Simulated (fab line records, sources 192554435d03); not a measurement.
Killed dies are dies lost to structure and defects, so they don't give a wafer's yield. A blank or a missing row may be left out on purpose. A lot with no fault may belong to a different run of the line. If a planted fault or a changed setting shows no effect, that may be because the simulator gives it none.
fab line records	flow n5Finfet
[record] lots = 8	wafers = 24	lastDay = 17
route steps=1938 shown SDB@358 DUMMY_REMOVAL@381 BEOL_M4@1111 PASSIVATION@1936
lots that met no fault: from a run of the same line without faults
startH: the number of hours between the record's first day and the start of the first shown wafer of the lot	waitH: hours from the lot's prior step to this one	" same as the row above	L1.1+2: several wafers, shown together as one row	- no value, or no start given	* or withheld: withheld	< > ~ a bound
route shown NAME@n: names a module that has steps shown in the file, with the first one's number in the route	usual: mean/standard deviation of fault-free wafers	same: alike in all rows	chamber/n: place in a boat	sites: the reading at each site	_std_site: standard deviation across them	_edge_site: outer sites' mean less inner sites'	radiusMm: for every site, how far away it sits from the centre of the wafer	mask NAME#n: copy n	behind: tool/chamber where the wafer was last shaped	hold: why the lot was held/for how many hours/how that ended	device: the n, p or np transistor that did not switch	end of line: at the end of the route, the tests of the same wafers	step lacking rows: just its recipe	killed: the dies lost at the first sort to structure and to defects; this is not the yield of the wafer	map: per-die view of a wafer (x killed, . not killed, _ where there is no die)
set.NAME: the setting the step ran with; set.NAME@STEP: the setting that earlier step ran with	model.NAME: the simulator's own value behind a step, which no gauge read
one table for each step of the route and one row for each wafer, over a sample of lots
services: the hour from which a tool's chamber was out of use, counted from the record's first day as startH (under 0 if before that day), plus the number of hours and why
[[steps]]
[step N5_SDB_INSPECT_13]
[recipe] mode = adi	inspectInstrument = brightfield
[usual] rawDefectCount = 78/37
lot.wafer	tool	chamber	startH	waitH	rawDefectCount
L719.1	defectInspect-02	-	83.24	0.0	227
L719.3	"	-	"	"	73
L719.6	"	-	"	"	86
L723.1	defectInspect-02	-	109.90	0.0	57
L723.2	"	-	"	"	34
L723.5	"	-	"	"	57
L724.1	defectInspect-02	-	118.89	0.0	75
L724.5	"	-	"	"	88
L724.6	"	-	"	"	56
L726.2	defectInspect-02	-	132.72	0.0	66
L726.4	"	-	"	"	45
L726.5	"	-	"	"	61
L727.2	defectInspect-01	-	139.82	0.0	56
L727.4	"	-	"	"	45
L727.6	"	-	"	"	51
L736.1	defectInspect-01	-	185.06	0.0	56
L736.3	"	-	"	"	90
L736.4	"	-	"	"	60
L737.2	defectInspect-01	-	197.78	0.0	134
L737.3	"	-	"	"	120
L737.4	"	-	"	"	83
L738.3	defectInspect-02	-	198.12	0.0	66
L738.4	"	-	"	"	59
L738.5	"	-	"	"	89
[step N5_SDB_DESCUM_16]
[recipe] chemistry = O2	timeS = 7.9	sourcePowerW = 50	biasPowerW = 20	pressureMtorr = 20	rfFrequencyHz = 2.712e+07	tempC = 40	resist = CAR-ArF	o2FlowSccm = 225
[usual] biasPowerW = 20.01/0.066	drypumpMotorCurrentA = 5.7/0.48	oesProductAu = 0.78/0.092	rfVppV = 243.4/1.5	showerheadPlenumPTorr = 2.11/0.082	throttleValvePct = 20.44/0.29
lot.wafer	tool	chamber	startH	waitH	biasPowerW	drypumpMotorCurrentA	oesProductAu	rfHoursCounterH	rfVppV	showerheadPlenumPTorr	throttleValvePct
L719.1	rieDiel-02	1	83.28	0.0	20.04	6.6	0.85	55	246.4	2.22	20.14
L719.3	"	2	"	"	19.95	5.9	0.75	159	245.5	2.19	20.38
L719.6	"	1	"	"	19.99	6.5	0.84	-	245.4	2.22	20.16
L723.1	rieDiel-02	0	109.94	0.0	19.96	6.4	0.76	149	243.4	2.10	20.19
L723.2	"	2	"	"	19.97	5.9	0.76	168	244.7	2.18	20.36
L723.5	"	3	"	"	20.05	5.8	0.69	-	241.6	2.07	20.42
L724.1	rieDiel-06	2	119.28	0.4	20.00	5.0	0.73	168	242.4	2.01	20.82
L724.5	"	1	"	"	20.15	5.9	0.68	-	240.5	1.97	20.90
L724.6	"	0	"	"	20.08	5.8	0.70	-	243.7	2.08	20.85
L726.2	rieDiel-05	3	132.75	0.0	20.15	4.9	0.71	178	243.3	2.16	20.36
L726.4	"	0	"	"	19.95	5.9	0.96	-	243.3	2.05	19.96
L726.5	"	3	"	"	20.12	4.9	0.71	-	243.3	2.16	20.38
L727.2	rieDiel-06	0	139.85	0.0	20.03	5.8	0.69	216	243.5	2.08	20.86
L727.4	"	1	"	"	20.00	5.9	0.66	-	241.2	1.97	20.90
L727.6	"	3	"	"	19.95	5.8	0.92	-	244.5	2.22	20.20
L736.1	rieDiel-05	1	185.10	0.0	19.92	5.2	0.82	80	243.2	2.12	20.69
L736.3	"	2	"	"	20.00	5.5	0.92	13	245.7	2.23	20.27
L736.4	"	3	"	"	19.92	4.9	0.69	198	245.6	2.15	20.42
L737.2	rieDiel-02	2	197.81	0.0	20.00	5.9	0.72	199	243.0	2.17	20.42
L737.3	"	3	"	"	20.00	5.7	0.67	242	243.2	2.06	20.48
L737.4	"	0	"	"	19.91	6.4	0.73	181	242.7	2.08	20.24
L738.3	rieDiel-05	1	198.16	0.0	20.06	5.2	0.82	84	243.7	2.12	20.69
L738.4	"	2	"	"	20.02	5.6	0.90	18	245.2	2.23	20.26
L738.5	"	3	"	"	19.99	4.8	0.69	-	243.6	2.15	20.41
[step N5_SDB_ETCH_25]
[recipe] chemistry = C4F6/O2	target = SiO2	targetDepthA = 100	timeS = 3.3	ionEnergyEv = 250	maskMaterial = SiNx	pressureMtorr = 30	sourceW = 345	biasW = 185	Ar_flow_sccm = 300	C4F6_flow_sccm = 10	O2_flow_sccm = 10
[usual] drypumpMotorCurrentA = 5.8/0.51	oes_f_703_au = 0.78/0.091	oesProductAu = 0.78/0.095	rfVppV = 671/6.8	showerheadPlenumPTorr = 2.87/0.1	throttleValvePct = 21.13/0.26
lot.wafer	tool	chamber	startH	waitH	drypumpMotorCurrentA	oes_f_703_au	oesProductAu	rfHoursCounterH	rfVppV	showerheadPlenumPTorr	throttleValvePct
L719.1	rieDiel-06	0	83.80	0.0	5.8	0.70	0.69	199	656	2.81	21.45
L719.3	"	1	"	"	5.9	0.70	0.69	222	664	2.70	21.68
L719.6	"	3	"	"	5.8	0.95	0.97	-	679	3.03	20.97
L723.1	rieDiel-06	0	110.48	0.0	5.8	0.69	0.70	208	655	2.81	21.46
L723.2	"	1	"	"	5.9	0.70	0.69	229	664	2.70	21.67
L723.5	"	3	"	"	5.7	0.93	0.93	-	677	3.03	21.01
L724.1	rieDiel-05	1	119.86	0.1	5.2	0.84	0.86	54	681	2.89	21.37
L724.5	"	1	"	"	5.2	0.84	0.85	-	683	2.89	21.36
L724.6	"	0	"	"	5.9	0.99	1.00	-	662	2.79	20.73
L726.2	rieDiel-05	0	133.35	0.1	5.9	0.95	0.97	7	663	2.79	20.75
L726.4	"	1	"	"	5.2	0.84	0.85	-	683	2.88	21.38
L726.5	"	3	"	"	4.8	0.72	0.71	-	672	2.95	21.15
L727.2	rieDiel-02	1	140.49	0.1	6.6	0.84	0.83	72	670	2.98	20.82
L727.4	"	2	"	"	5.9	0.74	0.75	177	679	2.94	21.04
L727.6	"	0	"	"	6.4	0.76	0.76	-	671	2.84	20.92
L736.1	rieDiel-02	1	185.63	0.0	6.6	0.82	0.80	84	670	2.98	20.82
L736.3	"	0	"	"	6.3	0.75	0.74	176	671	2.83	20.94
L736.4	"	3	"	"	5.8	0.67	0.66	-	671	2.80	21.16
L737.2	rieDiel-02	0	198.35	0.0	6.3	0.75	0.75	182	672	2.83	20.94
L737.3	"	2	"	"	5.9	0.73	0.73	199	679	2.93	21.08
L737.4	"	3	"	"	5.8	0.66	0.67	242	671	2.80	21.19
L738.3	rieDiel-06	3	198.69	0.0	5.7	0.87	0.87	43	677	3.01	21.03
L738.4	"	0	"	"	5.8	0.67	0.68	241	655	2.80	21.52
L738.5	"	0	"	"	5.8	0.68	0.67	-	654	2.80	21.53
[step N5_SDB_CMP_30]
[recipe] stopOn = poly-Si	tOverpolishS = 1.54	postCmpClean = alkalineBrush	downForcePsi = 4.1491	platenRpm = 51.796	padVelocityMS = 1.0306	targetThkNm = 30
[usual] motorCurrentA = 12.3/1	overpolishRunS = 1.540/0.0097	retainingRingPressureFrac = 1.000/0.0047	timeToEndpointS = 18.2/2.6
lot.wafer	tool	chamber	startH	waitH	motorCurrentA	overpolishRunS	retainingRingPressureFrac	timeToEndpointS
L719.1	cmp-04	0	86.84	1.4	12.3	1.535	0.996	20.2
L719.3	"	1	"	"	12.0	1.517	1.001	19.1
L719.6	"	3	"	"	12.6	1.532	0.992	21.2
L723.1	cmp-03	3	113.49	1.4	14.9	1.544	0.998	16.5
L723.2	"	0	"	"	13.2	1.539	1.000	19.4
L723.5	"	3	"	"	13.9	1.534	1.002	15.4
L724.1	cmp-04	0	122.94	1.5	11.9	1.549	0.989	18.4
L724.6	"	2	"	"	12.8	1.528	1.009	21.7
L724.5	"	3	"	"	12.5	1.549	1.002	19.6
L726.4	cmp-04	1	136.43	1.4	13.0	1.549	1.000	20.2
L726.2	"	2	"	"	13.8	1.534	1.003	19.0
L726.5	"	1	"	"	12.0	1.534	0.997	21.6
L727.2	cmp-04	1	143.51	1.4	12.9	1.556	1.004	20.8
L727.4	"	3	"	"	12.0	1.534	0.996	19.8
L727.6	"	1	"	"	12.3	1.545	1.006	15.5
L736.4	cmp-03	3	189.67	1.4	13.5	1.563	1.004	21.8
L736.1	"	0	"	"	12.6	1.546	1.005	23.1
L736.3	"	1	"	"	12.2	1.552	1.000	24.6
L737.3	cmp-03	3	201.39	1.4	13.2	1.544	0.999	18.9
L737.2	"	0	"	"	13.1	1.542	1.003	21.6
L737.4	"	1	"	"	12.5	1.543	1.003	22.2
L738.4	cmp-01	0	201.70	1.4	13.1	1.528	1.001	14.9
L738.3	"	3	"	"	12.0	1.548	0.995	12.9
L738.5	"	1	"	"	10.5	1.551	1.004	16.1
[step N5_SDB_INSPECT_36]
[recipe] inspectInstrument = darkfield	mode = postCmp
[usual] rawDefectCount = 38/18
lot.wafer	tool	chamber	startH	waitH	rawDefectCount
L719.1	defectInspect-01	-	87.12	0.0	66
L719.3	"	-	"	"	64
L719.6	"	-	"	"	94
L723.1	defectInspect-01	-	113.81	0.0	31
L723.2	"	-	"	"	14
L723.5	"	-	"	"	36
L724.1	defectInspect-01	-	123.19	0.0	19
L724.5	"	-	"	"	23
L724.6	"	-	"	"	20
L726.2	defectInspect-01	-	136.73	0.0	464
L726.4	"	-	"	"	500
L726.5	"	-	"	"	437
L727.2	defectInspect-01	-	143.83	0.0	477
L727.4	"	-	"	"	476
L727.6	"	-	"	"	511
L736.1	defectInspect-01	-	189.99	0.0	15
L736.3	"	-	"	"	36
L736.4	"	-	"	"	40
L737.2	defectInspect-01	-	201.67	0.0	52
L737.3	"	-	"	"	17
L737.4	"	-	"	"	36
L738.3	defectInspect-01	-	202.02	0.0	19
L738.4	"	-	"	"	22
L738.5	"	-	"	"	44
[step N5_DUMMY_REMOVAL_INSPECT_06]
[recipe] inspectInstrument = brightfield	mode = aei
[usual] rawDefectCount = 11/5.6
lot.wafer	tool	chamber	startH	waitH	rawDefectCount
L719.1	defectInspect-02	-	87.35	0.0	9
L719.3	"	-	"	"	6
L719.6	"	-	"	"	7
L723.1	defectInspect-01	-	114.04	0.0	10
L723.2	"	-	"	"	5
L723.5	"	-	"	"	5
L724.1	defectInspect-01	-	123.42	0.0	5
L724.5	"	-	"	"	20
L724.6	"	-	"	"	9
L726.2	defectInspect-01	-	137.14	0.0	443
L726.4	"	-	"	"	462
L726.5	"	-	"	"	413
L727.2	defectInspect-02	-	144.30	0.0	426
L727.4	"	-	"	"	456
L727.6	"	-	"	"	442
L736.1	defectInspect-02	-	190.22	0.0	3
L736.3	"	-	"	"	14
L736.4	"	-	"	"	13
L737.2	defectInspect-01	-	202.07	0.0	15
L737.3	"	-	"	"	9
L737.4	"	-	"	"	11
L738.3	defectInspect-01	-	202.40	0.0	9
L738.4	"	-	"	"	18
L738.5	"	-	"	"	25
[step N5_BEOL_M4_RC_MEAS_101]
[usual] DIBL_N = 35.9/1.4	DIBL_P = 35.9/1.7	IOFF_N = 0.155/0.023	IOFF_P = 0.201/0.029	ION_N = 672/8.8	ION_P = 460/7	SS_N = 71.6/0.48	SS_P = 73.1/0.64	VT_N = 250.0/3	VT_P = -251.6/3
lot.wafer	tool	chamber	startH	waitH	DIBL_N[mV/V]	DIBL_P[mV/V]	IOFF_N[nA/um]	IOFF_P[nA/um]	ION_N[uA/um]	ION_P[uA/um]	SS_N[mV/dec]	SS_P[mV/dec]	VT_N[mV]	VT_P[mV]
L719.1	prober-02	0	194.31	0.0	36.2	35.5	0.143	0.188	669	458	71.7	72.4	251.5	-255.1
L719.3	"	0	"	"	37.7	36.6	0.163	0.202	666	456	72.1	73.5	251.0	-252.9
L719.6	"	0	"	"	35.9	35.5	0.145	0.190	674	462	71.3	72.6	250.1	-252.0
L723.1	prober-02	0	216.75	0.0	33.8	33.6	0.126	0.147	669	453	70.9	72.7	251.1	-256.9
L723.2	"	0	"	"	35.1	34.5	0.141	0.155	669	443	71.8	72.7	251.5	-256.8
L723.5	"	0	"	"	34.4	34.1	0.131	0.148	665	448	70.8	72.1	252.5	-256.1
L724.1	prober-01	0	224.19	0.0	37.8	38.9	0.193	0.216	688	460	71.6	74.2	244.7	-251.0
L724.5	"	0	"	"	38.1	38.7	0.199	0.217	687	466	71.6	74.5	247.1	-250.6
L724.6	"	0	"	"	36.6	35.8	0.166	0.174	660	446	71.7	72.2	249.3	-253.7
L726.2	prober-01	0	243.98	0.2	34.5	35.1	0.126	0.184	654	457	71.1	72.0	255.7	-250.0
L726.4	"	0	"	"	37.0	37.8	0.169	0.221	685	474	71.7	73.6	249.0	-250.5
L726.5	"	0	"	"	35.2	35.1	0.134	0.179	661	460	70.8	72.5	250.9	-252.3
L727.2	prober-01	0	248.54	0.2	33.6	36.2	0.151	0.208	674	467	71.8	72.9	248.0	-249.2
L727.4	"	0	"	"	34.7	37.1	0.157	0.220	673	465	71.6	74.4	249.8	-249.0
L727.6	"	0	"	"	33.2	35.7	0.140	0.197	665	463	71.6	73.1	250.3	-251.5
L736.1	prober-02	0	286.47	0.0	39.1	39.8	0.211	0.260	682	462	72.3	74.4	243.3	-250.6
L736.3	"	0	"	"	38.5	39.4	0.195	0.250	685	464	72.4	73.7	248.6	-249.5
L736.4	"	0	"	"	37.6	38.0	0.187	0.231	686	469	71.8	73.0	243.6	-249.3
L737.2	prober-01	0	304.38	0.2	35.4	36.7	0.188	0.220	688	469	71.3	73.3	243.8	-248.9
L737.3	"	0	"	"	36.3	38.7	0.205	0.250	680	465	71.7	73.7	244.3	-249.2
L737.4	"	0	"	"	37.0	39.4	0.231	0.267	676	462	72.3	74.4	243.5	-249.4
L738.3	prober-01	0	306.07	0.6	35.9	35.7	0.155	0.183	679	461	71.4	72.8	248.4	-253.1
L738.4	"	0	"	"	37.2	35.9	0.157	0.196	670	454	71.7	73.5	250.7	-252.3
L738.5	"	0	"	"	34.9	34.2	0.132	0.171	666	451	70.5	73.4	252.3	-254.2
[step N5_PASSIVATION_PROBE_49]
[usual] defectLimitedYield = 91.7/1.5	killed_at_M0_to_M3 = 30/8.6	killed_at_M4_up = 12/4.5	killedAtContacts = 13/5.8	killedAtFrontEnd = 38/11	killedAtOther = 4/3	killedDies = 97/17	killedOnRim = 13/3.6	killedOpen = 63/12	killedShort = 32/8.8	sort_bin_5_function = 4.8/0.91	sort_bin_6_memory = 3.1/0.68	sortNPass = 1083/17	sortYieldPct = 91.7/1.5
[same] grossDies = 1180	killedAtBackSide = 0	sort_bin_4_leakage[%] = 0	sort_bin_8_speed[%] = 0
lot.wafer	tool	chamber	startH	waitH	defectLimitedYield[%]	killed_at_M0_to_M3	killed_at_M4_up	killedAtContacts	killedAtFrontEnd	killedAtOther	killedDies	killedOnRim	killedOpen	killedShort	sort_bin_5_function[%]	sort_bin_6_memory[%]	sortNPass	sortYieldPct[%]
L719.1	prober-02	-	302.16	0.0	94.0	16	6	4	41	4	71	8	47	22	4.0	1.7	1109	94.0
L719.3	prober-02	-	302.26	0.1	91.2	28	14	11	48	3	104	16	68	33	5.8	2.7	1076	91.2
L719.6	prober-02	-	302.41	0.3	88.9	48	19	9	44	11	131	18	90	39	6.1	4.4	1049	88.9
L723.1	prober-01	-	318.37	0.0	91.2	33	12	11	45	3	104	13	70	32	5.3	3.2	1076	91.2
L723.2	prober-01	-	318.42	0.1	94.1	24	9	7	29	1	70	9	40	29	3.4	2.3	1110	94.1
L723.5	prober-01	-	318.57	0.2	91.9	33	13	7	39	3	95	13	49	43	4.4	3.2	1085	91.9
L726.2	prober-01	-	343.90	0.1	63.7	37	6	17	368	0	428	51	55	30	21.8	12.5	752	63.7
L726.4	prober-01	-	344.00	0.2	61.6	37	14	9	391	2	453	58	65	40	22.7	13.7	727	61.6
L726.5	prober-01	-	344.05	0.2	64.4	29	7	11	373	0	420	61	57	39	22.8	11.4	760	64.4
L727.2	prober-02	-	357.05	0.1	65.8	13	14	14	361	2	404	51	51	15	19.2	12.7	776	65.8
L727.4	prober-02	-	357.15	0.2	63.3	18	8	5	398	4	433	56	44	29	23.1	12.1	747	63.3
L727.6	prober-02	-	357.25	0.3	65.6	15	12	17	360	2	406	53	51	19	21.5	11.0	774	65.6
L736.1	prober-01	-	399.18	0.0	93.2	34	10	6	30	0	80	7	64	15	4.2	2.5	1100	93.2
L736.3	prober-01	-	399.28	0.1	93.6	27	8	9	31	1	76	16	47	27	3.9	2.3	1104	93.6
L736.4	prober-01	-	399.33	0.2	93.6	20	17	21	16	2	76	5	49	24	3.7	2.6	1104	93.6
L737.2	prober-02	-	417.83	0.1	93.1	26	10	12	33	1	82	9	47	34	4.3	2.3	1098	93.1
L737.3	prober-02	-	417.88	0.1	90.8	31	11	20	44	3	109	10	69	38	5.3	3.7	1071	90.8
L737.4	prober-02	-	417.93	0.2	90.3	38	21	15	34	6	114	14	65	47	5.8	3.6	1066	90.3
// killed by level:class
L719.1 FIN_SAQP:geometricParticle:short=10 FIN_SAQP:geometricParticle:open=7 STI_FIN_REVEAL:geometricParticle:open=5 MOL_CONTACT_COAG:geometricParticle:open=4 BEOL_M0_SAQP:geometricParticle:open=4 BEOL_M3:geometricParticle:open=4 DUMMY_GATE:geometricParticle:open=3 BEOL_M1:geometricParticle:open=3
L719.3 STI_FIN_REVEAL:geometricParticle:open=11 MOL_CONTACT_COAG:geometricParticle:open=9 FIN_SAQP:geometricParticle:short=8 BEOL_M4:geometricParticle:open=8 BEOL_M2:geometricParticle:open=7 FIN_SAQP:geometricParticle:open=6 DUMMY_GATE:geometricParticle:open=6 BEOL_M1:geometricParticle:open=5
L719.6 BEOL_M0_SAQP:geometricParticle:open=12 BEOL_M3:geometricParticle:open=12 STI_FIN_REVEAL:geometricParticle:open=9 MOL_CONTACT_COAG:geometricParticle:open=9 BEOL_M0_SAQP:geometricParticle:short=9 FIN_SAQP:geometricParticle:open=7 BEOL_M4:geometricParticle:open=7 BEOL_M1:geometricParticle:open=6
L723.1 STI_FIN_REVEAL:geometricParticle:open=15 FIN_SAQP:geometricParticle:short=10 MOL_CONTACT_COAG:geometricParticle:open=10 BEOL_M1:geometricParticle:open=9 FIN_SAQP:geometricParticle:open=8 BEOL_M3:geometricParticle:open=6 BEOL_M0_SAQP:geometricParticle:open=5 BEOL_M3:geometricParticle:short=5
L723.2 FIN_SAQP:geometricParticle:short=13 BEOL_M3:geometricParticle:open=6 MOL_CONTACT_COAG:geometricParticle:open=6 STI_FIN_REVEAL:geometricParticle:open=5 BEOL_M1:geometricParticle:open=5 BEOL_M2:geometricParticle:open=5 FIN_SAQP:geometricParticle:open=4 BEOL_M1:geometricParticle:short=3
L723.5 FIN_SAQP:geometricParticle:short=13 BEOL_M0_SAQP:geometricParticle:short=9 BEOL_M0_SAQP:geometricParticle:open=8 FIN_SAQP:geometricParticle:open=6 STI_FIN_REVEAL:geometricParticle:open=6 BEOL_M1:geometricParticle:open=6 MOL_CONTACT_COAG:geometricParticle:open=5 BEOL_M2:geometricParticle:open=5
L726.2 SDB:unspecified=343 MOL_CONTACT_COAG:geometricParticle:open=14 FIN_SAQP:geometricParticle:short=12 BEOL_M0_SAQP:geometricParticle:open=8 BEOL_M1:geometricParticle:open=6 BEOL_M2:geometricParticle:short=6 BEOL_M2:geometricParticle:open=5 BEOL_M3:geometricParticle:open=5
L726.4 SDB:unspecified=347 FIN_SAQP:geometricParticle:short=19 BEOL_M2:geometricParticle:open=14 FIN_SAQP:geometricParticle:open=10 MOL_CONTACT_COAG:geometricParticle:open=8 BEOL_M3:geometricParticle:open=5 BEOL_M4:geometricParticle:open=5 BEOL_M0_SAQP:geometricParticle:open=4
L726.5 SDB:unspecified=322 FIN_SAQP:geometricParticle:short=22 FIN_SAQP:geometricParticle:open=12 MOL_CONTACT_COAG:geometricParticle:open=10 BEOL_M0_SAQP:geometricParticle:short=7 BEOL_M2:geometricParticle:open=7 BEOL_M3:geometricParticle:open=6 STI_FIN_REVEAL:geometricParticle:open=4
L727.2 SDB:unspecified=336 MOL_CONTACT_COAG:geometricParticle:open=12 DUMMY_GATE:geometricParticle:open=9 BEOL_M4:geometricParticle:open=6 BEOL_M0:geometricParticle:open=4 BEOL_M2:geometricParticle:open=4 DUMMY_GATE:geometricParticle:short=3 BEOL_M5:geometricParticle:open=3
L727.4 SDB:unspecified=359 FIN_SAQP:geometricParticle:short=9 STI_FIN_REVEAL:geometricParticle:open=9 FIN_SAQP:geometricParticle:open=5 BEOL_M0_SAQP:geometricParticle:short=5 MOL_CONTACT_COAG:geometricParticle:open=4 STI_FIN_REVEAL:geometricParticle:short=3 DUMMY_GATE:geometricParticle:short=3
L727.6 SDB:unspecified=335 MOL_CONTACT_COAG:geometricParticle:open=14 FIN_SAQP:geometricParticle:open=5 STI_FIN_REVEAL:geometricParticle:open=5 BEOL_M0:geometricParticle:open=4 BEOL_M4:geometricParticle:short=4 DUMMY_GATE:geometricParticle:open=3 MOL_CONTACT_COAG:geometricParticle:short=3
L736.1 BEOL_M0_SAQP:geometricParticle:open=14 STI_FIN_REVEAL:geometricParticle:open=12 BEOL_M2:geometricParticle:open=10 MOL_CONTACT_COAG:geometricParticle:open=5 DUMMY_GATE:geometricParticle:open=5 BEOL_M4:geometricParticle:open=5 GATE_CUT:geometricParticle:open=3 BEOL_M0_SAQP:geometricParticle:short=3
L736.3 BEOL_M0_SAQP:geometricParticle:short=11 MOL_CONTACT_COAG:geometricParticle:open=8 BEOL_M4:geometricParticle:open=7 BEOL_M0_SAQP:geometricParticle:open=6 FIN_SAQP:geometricParticle:short=4 STI_FIN_REVEAL:geometricParticle:open=4 STI_FIN_REVEAL:geometricParticle:short=4 DUMMY_GATE:geometricParticle:open=4
L736.4 MOL_CONTACT_COAG:geometricParticle:open=15 MOL_CONTACT_COAG:geometricParticle:short=6 BEOL_M0_SAQP:geometricParticle:open=6 BEOL_M2:geometricParticle:open=6 BEOL_M4:geometricParticle:open=6 STI_FIN_REVEAL:geometricParticle:open=4 BEOL_M0_SAQP:geometricParticle:short=4 BEOL_M8:geometricParticle:open=4
L737.2 MOL_CONTACT_COAG:geometricParticle:open=9 BEOL_M0_SAQP:geometricParticle:short=9 STI_FIN_REVEAL:geometricParticle:open=7 FIN_SAQP:geometricParticle:open=6 FIN_SAQP:geometricParticle:short=5 GATE_CUT:geometricParticle:short=5 BEOL_M1:geometricParticle:open=5 BEOL_M2:geometricParticle:open=5
L737.3 MOL_CONTACT_COAG:geometricParticle:open=15 FIN_SAQP:geometricParticle:short=13 BEOL_M2:geometricParticle:open=10 STI_FIN_REVEAL:geometricParticle:open=6 BEOL_M1:geometricParticle:open=6 FIN_SAQP:geometricParticle:open=5 MOL_CONTACT_COAG:geometricParticle:short=5 STI_FIN_REVEAL:geometricParticle:short=4
L737.4 MOL_CONTACT_COAG:geometricParticle:open=10 BEOL_M2:geometricParticle:open=8 BEOL_M4:geometricParticle:open=8 FIN_SAQP:geometricParticle:open=7 GATE_CUT:geometricParticle:short=7 BEOL_M0_SAQP:geometricParticle:short=7 BEOL_M3:geometricParticle:short=7 BEOL_M1:geometricParticle:open=6
[[services]]
tool	chamber	startH	hours	kind
rieDiel-06	0	71.63	6.5	repair
rieDiel-02	-	77.79	0.1	repair
rieDiel-02	-	80.40	2.8	pm
rieDiel-05	3	85.44	2.8	repair
cmp-04	-	90.72	1.4	repair
cmp-01	-	91.32	4.6	pm
rieDiel-05	0	97.85	-	clean
rieDiel-05	0	97.85	-	consumableReplace:focusRing
rieDiel-05	0	97.85	20.0	scheduledDown
rieDiel-05	0	97.85	20.0	ventCycle
rieDiel-06	1	99.50	6.9	repair
rieDiel-05	2	118.45	-	clean
rieDiel-05	2	118.45	-	consumableReplace:focusRing
rieDiel-05	2	118.45	-	consumableReplace:showerhead
rieDiel-05	2	118.45	17.9	scheduledDown
rieDiel-05	2	118.45	17.9	ventCycle
cmp-01	-	120.55	1.3	repair
cmp-04	-	151.66	0.4	repair
cmp-03	-	158.87	4.2	repair
cmp-04	-	160.56	1.0	repair
cmp-04	-	163.28	0.5	repair
rieDiel-06	1	170.03	-	clean
cmp-03	-	196.07	4.0	pm
rieDiel-06	0	200.31	15.8	repair
[[key]]
[firstSign] step = N5_SDB_INSPECT_36	reading = rawDefectCount	direction = up	sigmas = 25	usual = 38	struck = 478
[effect] step = N5_DUMMY_REMOVAL_INSPECT_06	reading = rawDefectCount	direction = up	sigmas = 76	usual = 11	struck = 440
[effect] step = N5_PASSIVATION_PROBE_49	reading = killedAtFrontEnd	direction = up	sigmas = 30	usual = 38	struck = 375
[moreKillsBornAt] N5_SDB_CMP_30@cmp-04 = 2042
metAt N5_SDB_CMP_30
struckLots L726,L727
notActingAt N5_SDB_INSPECT_13,N5_SDB_DESCUM_16,N5_SDB_ETCH_25
onsetBetween 122.94 136.43
[fault] kind = chamberParticleSource	tool = cmp-04	chamber = -	onsetH = 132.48	steps = N5_SDB_CMP_30	ratePerVisitCm2 = 0.66876	endH = 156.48
